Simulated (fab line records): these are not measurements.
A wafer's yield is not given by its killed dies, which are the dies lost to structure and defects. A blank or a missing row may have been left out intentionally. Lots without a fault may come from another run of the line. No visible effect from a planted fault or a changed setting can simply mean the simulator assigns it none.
Chamber matching ; flow n5 finfet ; 3 sister chambers for N5_BEOL_M7_ILD_DEP_00 on pecvd-03
The step deposits SiCOH lowk from DEMS/porogen, target thk 179.75 nm, time 33.4 s. 3 wafers are shown with their chamber, then 10 later ones without.

## EACH WAFER AND ITS CHAMBER
wafer;chamber;throttle valve pct (%)
L086.5;0;13.9
L084.5;1;14.7
L089.4;2;12.5

## WAFERS WITHOUT THEIR CHAMBER
wafer;throttle valve pct (%)
L089.6;13.9
L092.1;14.8
L092.4;12.8
L092.6;14.0
L096.2;13.8
L096.3;12.4
L096.4;12.8
L095.2;14.4
L095.3;14.0
L095.5;13.9

## EACH ONE'S CHAMBER
wafer;from the rows above;in truth
L089.6;0;0
L092.1;1;1
L092.4;2;2
L092.6;0;0
L096.2;0;0
L096.3;2;2
L096.4;2;2
L095.2;can't be placed: 1 or 0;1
L095.3;0;0
L095.5;0;0
Placed correctly: 9 of 10. Can't be placed from these rows: 1 (the true chamber is among the candidates in 1). Number placed wrongly: 0.
How it was worked out, from the rows above alone: a wafer's distance from a chamber is the root of the sum, over the readings, of the square of ((its reading less the chamber's mean) divided by the reading's scatter). If the next closest chamber is less than 2 further off than the closest, the wafer can't be placed; otherwise it belongs to the closest. Each chamber's mean is taken over the wafers shown for it. The scatter (one wafer shown for each chamber): square how far every hidden wafer sits from the nearest shown wafer, average those squares and take the square root.
